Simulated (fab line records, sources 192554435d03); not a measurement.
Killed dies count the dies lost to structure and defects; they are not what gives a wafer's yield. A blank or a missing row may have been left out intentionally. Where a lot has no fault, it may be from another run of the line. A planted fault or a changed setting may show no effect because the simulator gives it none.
fab line records	flow n5Finfet	part 1 of 2: steps 1 to 18 of 31
record lots=5	wafers=15	lastDay=19
route steps=1938 shown BEOL_M15@1821 PASS1_DEP@1831 MIM_BOT@1832 MIM_TOP@1834 MIM_TOP_LITHO@1839 MIM_TOP_ETCH@1851
lots that met no fault: taken from a fault-free run of the same line
startH: hours from the record's first day to the start of the lot's first wafer shown	waitH: hours since the lot's step before	" identical to the entry in the row above	L1.1+2: several wafers, shown together as one row	- no value, or no start was given	* or withheld: withheld	< > ~ a bound
route shown NAME@n: a module of which the file shows steps, and the number in the route of the first	usual: mean/standard deviation of fault-free wafers	same: alike in all rows	chamber/n: place in a boat	sites: readings site by site	_std_site: how widely they spread, as a standard deviation	_edge_site: inner sites' mean taken away from outer sites' mean	radiusMm: for every site, how far away it sits from the centre of the wafer	mask NAME#n: copy n	behind: the last tool/chamber to shape the wafer	hold: why the lot went on hold/how many hours it stayed there/how the hold came to an end	device: names the non-switching transistor (n, p or np)	end of line: the same wafers' tests at the end of the route	step lacking rows: just its recipe	killed: at the first sort, the dies lost to defects and structure; wafer yield is something else	map: per-die view of a wafer (x killed, . not killed, _ where there is no die)
set.NAME: setting as actually run; set.NAME@STEP: the setting as run at that earlier step	model.NAME: the simulator's own value behind a step, which no gauge read
lots at selected steps of the route; one table per step, one row per wafer
services: from which hour (startH, from the record's first day; less than 0 if before it) a tool's chamber was out of use, for how many hours, and why
## steps
# step N5_BEOL_M15_SPUTTER_45
# recipe material=Cu	targetThkA=1000	tempC=-20	biasV=60	powerW=26000	chamberPressurePa=0.13	timeS=16.67
# usual throttleValvePct=30.1/1.1
lot.wafer	tool	chamber	startH	waitH	throttleValvePct
L076.1	pvdSputter-02	-	255.68	0.0	30.1
L076.5	"	-	"	"	30.1
L076.6	"	-	"	"	30.6
L085.2	pvdSputter-01	-	297.71	0.0	31.2
L085.4	"	-	"	"	30.9
L085.5	"	-	"	"	30.9
L093.1	pvdSputter-03	-	412.14	0.0	29.3
L093.2	"	-	"	"	31.0
L093.5	"	-	"	"	30.8
L095.1	pvdSputter-01	-	434.04	0.0	31.2
L095.2	"	-	"	"	28.3
L095.4	"	-	"	"	30.4
L097.1	pvdSputter-02	-	440.69	0.0	30.7
L097.2	"	-	"	"	29.9
L097.3	"	-	"	"	28.4
# step N5_BEOL_M15_ECD_47
# recipe material=Cu	targetThkA=18600
lot.wafer	tool	chamber	startH	waitH
L076.1+5+6	ecdCu-01	1,1,0	255.79	0.1
L085.2+4+5	ecdCu-01	1,1,0	297.83	0.1
L093.1+2+5	ecdCu-01	1,0,0	412.25	0.1
L095.1+2+4	ecdCu-02	1,0,1	434.16	0.1
L097.1+2+3	ecdCu-01	1,0,1	440.81	0.1
# step N5_BEOL_M15_ANNEAL_48
# recipe tempC=225	timeS=90	ambient=N2
# usual wafer_temp_C_max=226.2/0.42
lot.wafer	tool	chamber	startH	waitH	wafer_temp_C_max
L076.1	rtpAnneal-01	0	256.03	0.2	226.4
L076.5	"	0	"	"	227.3
L076.6	"	0	"	"	226.3
L085.2	rtpAnneal-01	0	298.12	0.2	226.3
L085.4	"	0	"	"	227.0
L085.5	"	0	"	"	226.4
L093.1	rtpAnneal-01	0	412.50	0.2	226.5
L093.2	"	0	"	"	226.4
L093.5	"	0	"	"	226.9
L095.1	rtpAnneal-02	0	434.82	0.6	226.0
L095.2	"	0	"	"	226.0
L095.4	"	0	"	"	226.3
L097.1	rtpAnneal-01	0	441.63	0.7	226.8
L097.2	"	0	"	"	227.2
L097.3	"	0	"	"	226.3
# step N5_BEOL_M15_CMP_49
# recipe stopOn=SiO2	tOverpolishS=4.9	downForcePsi=2	platenRpm=80	clearingPlatenDownForcePsi=2	clearingPlatenRpm=80	postCmpClean=cuAlkaline	targetThkNm=850	clearingPlatenPadVelocityMS=1.5917	padVelocityMS=1.5917
# usual barrierFieldEndpointS=11.51/0.24	motorCurrentA=7.8/0.71	overpolishRunS=4.899/0.0091
lot.wafer	tool	chamber	startH	waitH	barrierFieldEndpointS	motorCurrentA	overpolishRunS
L076.1	cmp-01	3	256.41	0.3	11.52	7.7	4.901
L076.6	"	1	"	"	11.25	8.1	4.914
L076.5	"	2	"	"	11.55	8.0	4.903
L085.2	cmp-02	0	298.37	0.2	11.63	7.5	4.900
L085.4	"	1	"	"	11.51	7.6	4.911
L085.5	"	0	"	"	11.49	7.9	4.882
L093.2	cmp-03	1	412.79	0.2	11.21	7.4	4.893
L093.1	"	3	"	"	11.52	8.3	4.901
L093.5	"	2	"	"	11.48	8.8	4.896
L095.4	cmp-02	1	435.13	0.1	11.89	8.3	4.894
L095.2	"	2	"	"	11.39	7.6	4.898
L095.1	"	3	"	"	11.45	8.6	4.885
L097.1	cmp-02	0	441.94	0.3	11.57	7.6	4.901
L097.2	"	1	"	"	11.34	8.2	4.901
L097.3	"	3	"	"	11.22	8.8	4.891
# step N5_BEOL_M15_THK_MEAS_50
# recipe thkMeasGauge=xrf	reads=Cu_of_BEOL_M15_ECD_47
# usual M15_THK=860/14
lot.wafer	tool	chamber	startH	waitH	M15_THK[nm]
L076.1	filmMetro-02	-	256.63	-	844
L076.5	"	-	"	"	869
L076.6	"	-	"	"	850
L085.2	filmMetro-02	-	298.66	-	860
L085.4	"	-	"	"	840
L085.5	"	-	"	"	854
L093.1	filmMetro-02	-	413.09	-	897
L093.2	"	-	"	"	854
L093.5	"	-	"	"	856
L095.1	filmMetro-01	-	435.43	-	865
L095.2	"	-	"	"	870
L095.4	"	-	"	"	860
L097.1	filmMetro-02	-	442.23	-	864
L097.2	"	-	"	"	864
L097.3	"	-	"	"	869
# step N5_BEOL_M15_PRE_CLEAN_52
# recipe gas=NH3	timeS=15	tempC=withheld	rfPowerW=300
lot.wafer	tool	chamber	startH	waitH
L076.1+5+6	pecvd-01	1,2,1	256.66	0.0
L085.2+4+5	pecvd-04	1,2,1	298.70	0.0
L093.1+2+5	pecvd-04	1,0,2	413.12	0.0
L095.1+2+4	pecvd-02	0,2,1	435.46	0.0
L097.1+2+3	pecvd-04	0,2,1	442.27	0.0
# step N5_BEOL_M15_DEP_53
# recipe material=SiCN	targetThkA=500	tempC=withheld	precursor=3MS/NH3	pressureTorr=3	rfW=675	timeS=17.8
# usual showerheadPlenumPTorr=4.155/0.015	throttleValvePct=18.1/0.9
lot.wafer	tool	chamber	startH	waitH	showerheadPlenumPTorr	throttleValvePct
L076.1	pecvd-01	1	256.69	0.0	4.176	19.3
L076.5	"	2	"	"	4.157	16.4
L076.6	"	1	"	"	4.175	19.3
L085.2	pecvd-04	1	298.73	0.0	4.150	19.7
L085.4	"	2	"	"	4.135	17.5
L085.5	"	1	"	"	4.155	19.8
L093.1	pecvd-04	1	413.15	0.0	4.133	18.0
L093.2	"	0	"	"	4.173	17.4
L093.5	"	2	"	"	4.153	17.7
L095.1	pecvd-02	0	435.49	0.0	4.156	19.1
L095.2	"	2	"	"	4.156	17.8
L095.4	"	1	"	"	4.141	17.9
L097.1	pecvd-04	0	442.30	0.0	4.169	17.5
L097.2	"	2	"	"	4.146	17.6
L097.3	"	1	"	"	4.140	17.9
# step N5_BEOL_M15_RS_MEAS_54
# recipe thkMeasGauge=four-point-probe	reads=Cu_of_BEOL_M15_ECD_47+Ta_of_BEOL_M15_SPUTTER_44+TaN_of_BEOL_M15_SPUTTER_43
# usual M15_RS=0.0216/0.00031
lot.wafer	tool	chamber	startH	waitH	M15_RS[ohm/sq]
L076.1	filmMetro-02	-	256.76	0.0	0.0218
L076.5	"	-	"	"	0.0211
L076.6	"	-	"	"	0.0215
L085.2	filmMetro-01	-	298.79	0.1	0.0215
L085.4	"	-	"	"	0.0220
L085.5	"	-	"	"	0.0216
L093.1	filmMetro-01	-	413.22	0.0	0.0206
L093.2	"	-	"	"	0.0216
L093.5	"	-	"	"	0.0216
L095.1	filmMetro-02	-	435.55	0.0	0.0217
L095.2	"	-	"	"	0.0215
L095.4	"	-	"	"	0.0217
L097.1	filmMetro-01	-	442.36	0.0	0.0214
L097.2	"	-	"	"	0.0214
L097.3	"	-	"	"	0.0212
# step N5_BEOL_M15_INSPECT_55
# recipe inspectInstrument=darkfield	mode=postDep
# usual rawDefectCount=68/26
lot.wafer	tool	chamber	startH	waitH	rawDefectCount
L076.1	defectInspect-02	-	256.78	0.0	60
L076.5	"	-	"	"	99
L076.6	"	-	"	"	91
L085.2	defectInspect-01	-	298.82	0.0	91
L085.4	"	-	"	"	42
L085.5	"	-	"	"	79
L093.1	defectInspect-01	-	413.24	0.0	48
L093.2	"	-	"	"	58
L093.5	"	-	"	"	48
L095.1	defectInspect-02	-	435.58	0.0	45
L095.2	"	-	"	"	38
L095.4	"	-	"	"	81
L097.1	defectInspect-02	-	442.39	0.0	128
L097.2	"	-	"	"	137
L097.3	"	-	"	"	93
# step N5_BEOL_M15_RC_MEAS_101
# usual etestTempC=25.00/0.098	COMB_M10=1.4e-11/3.2e-12	COMB_M11=1.4e-11/3.2e-12	COMB_M12=5.6e-12/1.4e-12	COMB_M13=3.9e-12/1.3e-12	COMB_M14=2.8e-12/1.1e-12	COMB_M15=1.7e-12/1e-12	COMB_M5=3.7e-11/7.5e-12	COMB_M6=2.5e-11/5.2e-12	COMB_M7=2.5e-11/5.5e-12	COMB_M8=2.6e-11/5.3e-12	COMB_M9=1.3e-11/3.2e-12	COMB_M9_max_site=2e-11/4.6e-12	SERP_M10=3.04/0.087	SERP_M11=3.05/0.073	SERP_M12=0.619/0.016	SERP_M13=0.306/0.0062	SERP_M14=0.160/0.0053	SERP_M5=39.0/1.6	SERP_M6=13.7/0.56	SERP_M6_max_site=14.3/0.63	SERP_M7=13.6/0.52	SERP_M8=13.5/0.51	SERP_M9=3.04/0.066
lot.wafer	tool	chamber	startH	waitH	etestTempC	COMB_M10[S/m]	COMB_M11[S/m]	COMB_M12[S/m]	COMB_M13[S/m]	COMB_M14[S/m]	COMB_M15[S/m]	COMB_M5[S/m]	COMB_M6[S/m]	COMB_M7[S/m]	COMB_M8[S/m]	COMB_M9[S/m]	COMB_M9_max_site[S/m]	SERP_M10[ohm/um]	SERP_M11[ohm/um]	SERP_M12[ohm/um]	SERP_M13[ohm/um]	SERP_M14[ohm/um]	SERP_M5[ohm/um]	SERP_M6[ohm/um]	SERP_M6_max_site[ohm/um]	SERP_M7[ohm/um]	SERP_M8[ohm/um]	SERP_M9[ohm/um]
L076.1	prober-01	0	256.81	0.0	24.84	1.4e-11	1.1e-11	4.8e-12	3.9e-12	3.2e-12	3e-13	4.2e-11	2.1e-11	4.5e-11	2.8e-11	1.4e-11	1.7e-11	3.17	3.11	0.636	0.295	0.162	38.7	13.9	14.1	12.5	13.6	3.02
L076.5	"	0	"	"	24.96	1e-11	1.2e-11	6.7e-12	3.6e-12	2.1e-12	2e-12	3.6e-11	2e-11	2.8e-11	2.8e-11	1.2e-11	2e-11	3.08	3.21	0.643	0.313	0.161	38.2	14.7	15.7	12.9	13.3	2.88
L076.6	"	0	"	"	24.83	1.2e-11	1.3e-11	6.3e-12	3.3e-12	3.1e-12	7e-13	5.3e-11	2.7e-11	2.4e-11	3.6e-11	1.3e-11	1.4e-11	3.13	3.00	0.621	0.301	0.157	39.7	13.5	14.0	12.7	14.4	3.04
L085.2	prober-02	0	299.00	0.2	24.91	1.2e-11	1e-11	6e-12	5.2e-12	3.9e-12	2.7e-12	3e-11	2.7e-11	2.4e-11	2.6e-11	1.9e-11	2.7e-11	2.94	3.23	0.645	0.305	0.157	36.1	14.5	15.1	14.3	14.3	3.05
L085.4	"	0	"	"	24.99	1.5e-11	1.2e-11	4.8e-12	4.6e-12	4.3e-12	2.3e-12	2.3e-11	2.7e-11	2.5e-11	1.9e-11	1.2e-11	2.4e-11	3.03	3.08	0.620	0.306	0.158	36.7	13.7	14.1	13.7	14.2	3.13
L085.5	"	0	"	"	25.07	1.2e-11	1.1e-11	6.2e-12	3.9e-12	5.9e-12	3.2e-12	3.4e-11	2.8e-11	3.2e-11	1.9e-11	1.6e-11	2.2e-11	2.94	3.16	0.638	0.303	0.160	36.5	14.2	14.5	13.7	13.4	3.05
L093.1	prober-01	0	413.27	0.0	25.10	1.6e-11	1.5e-11	3.9e-12	2.6e-12	8e-13	3e-13	3.6e-11	2.2e-11	2.4e-11	2.6e-11	1.3e-11	2e-11	3.15	2.97	0.622	0.308	0.160	39.3	14.1	14.6	14.0	12.9	3.13
L093.2	"	0	"	"	24.99	1.1e-11	1.4e-11	4.5e-12	3.6e-12	1.4e-12	1.8e-12	3.6e-11	3.2e-11	1.8e-11	2.9e-11	1.4e-11	2.3e-11	2.94	3.03	0.596	0.312	0.161	38.0	14.0	14.3	14.1	12.4	3.04
L093.5	"	0	"	"	24.76	1.4e-11	1e-11	5e-12	3.7e-12	1.5e-12	4e-13	3.4e-11	3.3e-11	2.5e-11	3.5e-11	1.1e-11	1.3e-11	3.04	3.03	0.619	0.304	0.155	36.7	13.9	14.4	14.8	12.9	3.09
L095.1	prober-02	0	435.61	0.0	25.00	1.6e-11	1.5e-11	5.3e-12	6.6e-12	4e-12	3.3e-12	3.2e-11	3.8e-11	2.4e-11	2.5e-11	1.8e-11	2.7e-11	3.05	3.07	0.615	0.306	0.156	39.5	12.7	13.5	14.5	13.5	3.13
L095.2	"	0	"	"	25.07	1.1e-11	1.8e-11	5.9e-12	7.5e-12	3.5e-12	3e-12	4.6e-11	3.6e-11	2.1e-11	2.7e-11	9e-12	1.5e-11	2.95	3.18	0.618	0.302	0.155	38.0	13.7	14.9	14.3	13.6	2.92
L095.4	"	0	"	"	25.16	1.2e-11	1.4e-11	5.1e-12	5.4e-12	3.3e-12	3e-12	4.8e-11	2.5e-11	2.7e-11	2.8e-11	1.2e-11	1.5e-11	3.02	3.03	0.617	0.314	0.162	38.3	13.3	14.6	14.2	14.2	3.13
L097.1	prober-02	0	442.41	0.0	25.02	1.7e-11	1.1e-11	9.5e-12	3.5e-12	3.8e-12	2.8e-12	2.8e-11	2.4e-11	2.5e-11	1.7e-11	1.6e-11	2.4e-11	3.12	3.13	0.625	0.312	0.153	38.7	13.3	14.5	13.3	14.2	3.14
L097.2	"	0	"	"	24.77	1.2e-11	1.2e-11	8.9e-12	5.2e-12	3.8e-12	1.9e-12	3.3e-11	3.1e-11	2.6e-11	1.7e-11	1.9e-11	3e-11	2.90	3.04	0.616	0.297	0.159	40.0	13.7	14.6	13.4	13.1	3.00
L097.3	"	0	"	"	24.78	1.6e-11	1.6e-11	5.3e-12	6.5e-12	3.1e-12	3.3e-12	2.7e-11	4e-11	3.2e-11	3e-11	1.6e-11	2e-11	3.06	3.03	0.619	0.309	0.151	37.2	14.2	15.0	13.3	13.2	3.06
# step N5_PASSIVATION_PECVD_00
# recipe material=SiO2	targetThkA=2000	tempC=400	precursor=SiH4/N2O	pressureTorr=2.7	rfW=608	timeS=11.2
# usual heaterPowerW=634/72	showerheadPlenumPTorr=8.12/0.098	throttleValvePct=51.1/2.9
lot.wafer	tool	chamber	startH	waitH	heaterPowerW	showerheadPlenumPTorr	throttleValvePct
L076.1	pecvd-01	1	257.77	0.8	601	8.26	55.7
L076.5	"	2	"	"	551	8.17	46.6
L076.6	"	0	"	"	600	8.08	54.4
L085.2	pecvd-03	0	299.81	0.7	724	8.17	51.6
L085.4	"	0	"	"	738	8.17	51.6
L085.5	"	2	"	"	568	7.98	48.9
L093.1	pecvd-04	0	414.23	0.8	606	8.21	49.6
L093.2	"	1	"	"	625	8.08	50.7
L093.5	"	0	"	"	616	8.21	49.4
L095.1	pecvd-03	0	436.57	0.8	669	8.17	51.8
L095.2	"	1	"	"	541	7.91	48.1
L095.4	"	1	"	"	556	7.91	47.8
L097.1	pecvd-04	1	443.39	0.8	656	8.10	50.8
L097.2	"	2	"	"	756	8.10	51.0
L097.3	"	0	"	"	633	8.22	49.5
# step N5_MIM_BOT_DEGAS_01
# recipe ambient=vacuum	tempC=300	timeS=60
# usual heaterPowerW=468/36
lot.wafer	tool	chamber	startH	waitH	heaterPowerW
L076.1	pvdSputter-02	-	259.19	1.4	445
L076.5	"	-	"	"	447
L076.6	"	-	"	"	484
L085.2	pvdSputter-03	-	302.52	2.7	517
L085.4	"	-	"	"	518
L085.5	"	-	"	"	535
L093.1	pvdSputter-01	-	415.79	1.5	489
L093.2	"	-	"	"	528
L093.5	"	-	"	"	451
L095.1	pvdSputter-02	-	436.93	0.3	448
L095.2	"	-	"	"	478
L095.4	"	-	"	"	431
L097.1	pvdSputter-02	-	444.00	0.6	442
L097.2	"	-	"	"	473
L097.3	"	-	"	"	456
# step N5_MIM_BOT_SPUTTER_00
# recipe material=TiN	targetThkA=350	tempC=200	powerW=3000	chamberPressurePa=0.49996	gas=Ar	reactivePartialPa=0.37997	timeS=89.7
# usual throttleValvePct=30.2/1.2
lot.wafer	tool	chamber	startH	waitH	throttleValvePct
L076.1	pvdSputter-02	-	259.23	0.0	30.4
L076.5	"	-	"	"	30.2
L076.6	"	-	"	"	30.6
L085.2	pvdSputter-03	-	302.56	0.0	30.5
L085.4	"	-	"	"	29.0
L085.5	"	-	"	"	30.8
L093.1	pvdSputter-01	-	415.83	0.0	31.2
L093.2	"	-	"	"	31.4
L093.5	"	-	"	"	30.6
L095.1	pvdSputter-02	-	436.97	0.0	29.8
L095.2	"	-	"	"	30.7
L095.4	"	-	"	"	31.2
L097.1	pvdSputter-02	-	444.04	0.0	31.7
L097.2	"	-	"	"	30.8
L097.3	"	-	"	"	29.6
# step N5_MIM_TOP_ALD_00
# recipe material=Al2O3	targetThkA=*	tempC=withheld	aldPrecursorFamily=TMA	aldCoReactant=O3	pulseTimeS=withheld	purgeTimeS=3	coReactantPurgeTimeS=withheld	coReactantPulseTimeS=3	aldCycles=withheld
# usual precursorPulseHeightRel=0.999/0.019
lot.wafer	tool	chamber	startH	waitH	precursorPulseHeightRel
L076.1	aldHk-02	1	259.33	0.1	0.992
L076.5	"	2	"	"	0.958
L076.6	"	3	"	"	1.024
L085.2	aldHk-02	0	302.66	0.1	1.003
L085.4	"	3	"	"	1.026
L085.5	"	3	"	"	0.969
L093.1	aldHk-02	3	415.94	0.1	1.037
L093.2	"	2	"	"	0.995
L093.5	"	3	"	"	0.990
L095.1	aldHk-01	2	437.07	0.1	1.006
L095.2	"	3	"	"	1.036
L095.4	"	0	"	"	0.997
L097.1	aldHk-02	3	444.14	0.1	0.978
L097.2	"	0	"	"	0.994
L097.3	"	1	"	"	1.014
# step N5_MIM_TOP_ALD_01
# recipe material=HfO2	targetThkA=56	tempC=withheld	aldPrecursorFamily=Hf-amide	aldCoReactant=O3	pulseTimeS=1	purgeTimeS=3	coReactantPurgeTimeS=2	coReactantPulseTimeS=3	aldCycles=62
# usual precursorPulseHeightRel=1.001/0.019
# same purgeTimeS=3
lot.wafer	tool	chamber	startH	waitH	precursorPulseHeightRel
L076.1	aldHk-02	1	-	-	0.992
L076.5	"	2	"	"	0.972
L076.6	"	3	"	"	1.003
L085.2	aldHk-02	0	-	-	1.005
L085.4	"	3	"	"	1.001
L085.5	"	3	"	"	1.004
L093.1	aldHk-02	3	-	-	1.014
L093.2	"	2	"	"	1.004
L093.5	"	3	"	"	0.982
L095.1	aldHk-01	2	-	-	1.004
L095.2	"	3	"	"	0.987
L095.4	"	0	"	"	0.976
L097.1	aldHk-02	3	-	-	0.990
L097.2	"	0	"	"	1.000
L097.3	"	1	"	"	0.985
# step N5_MIM_TOP_ALD_02
# recipe material=Al2O3	targetThkA=*	tempC=withheld	aldPrecursorFamily=TMA	aldCoReactant=O3	pulseTimeS=withheld	purgeTimeS=3	coReactantPurgeTimeS=withheld	coReactantPulseTimeS=3	aldCycles=withheld
# usual precursorPulseHeightRel=1.003/0.02
lot.wafer	tool	chamber	startH	waitH	precursorPulseHeightRel
L076.1	aldHk-02	1	-	-	0.979
L076.5	"	2	"	"	1.041
L076.6	"	3	"	"	1.027
L085.2	aldHk-02	0	-	-	0.982
L085.4	"	3	"	"	0.979
L085.5	"	3	"	"	0.970
L093.1	aldHk-02	3	-	-	0.988
L093.2	"	2	"	"	1.018
L093.5	"	3	"	"	1.022
L095.1	aldHk-01	2	-	-	0.979
L095.2	"	3	"	"	1.006
L095.4	"	0	"	"	0.976
L097.1	aldHk-02	3	-	-	0.982
L097.2	"	0	"	"	0.998
L097.3	"	1	"	"	0.959
# step N5_MIM_TOP_DEGAS_04
# recipe ambient=vacuum	tempC=300	timeS=60
# usual heaterPowerW=473/40
lot.wafer	tool	chamber	startH	waitH	heaterPowerW
L076.1	pvdSputter-03	-	260.14	-	521
L076.5	"	-	"	"	522
L076.6	"	-	"	"	441
L085.2	pvdSputter-03	-	303.80	-	522
L085.4	"	-	"	"	517
L085.5	"	-	"	"	442
L093.1	pvdSputter-01	-	421.53	-	411
L093.2	"	-	"	"	526
L093.5	"	-	"	"	522
L095.1	pvdSputter-02	-	437.85	-	428
L095.2	"	-	"	"	485
L095.4	"	-	"	"	449
L097.1	pvdSputter-01	-	448.44	-	484
L097.2	"	-	"	"	460
L097.3	"	-	"	"	522
# step N5_MIM_TOP_SPUTTER_03
# recipe material=TiN	targetThkA=350	tempC=200	powerW=3000	chamberPressurePa=0.49996	gas=Ar	reactivePartialPa=0.37997	timeS=89.7
# usual throttleValvePct=30.2/1.1
lot.wafer	tool	chamber	startH	waitH	throttleValvePct
L076.1	pvdSputter-03	-	260.18	0.0	30.8
L076.5	"	-	"	"	28.9
L076.6	"	-	"	"	30.4
L085.2	pvdSputter-03	-	303.84	0.0	29.2
L085.4	"	-	"	"	30.9
L085.5	"	-	"	"	30.4
L093.1	pvdSputter-01	-	421.57	0.0	28.2
L093.2	"	-	"	"	31.3
L093.5	"	-	"	"	31.2
L095.1	pvdSputter-02	-	437.89	0.0	31.5
L095.2	"	-	"	"	30.6
L095.4	"	-	"	"	29.9
L097.1	pvdSputter-01	-	448.48	0.0	31.1
L097.2	"	-	"	"	30.7
L097.3	"	-	"	"	31.5
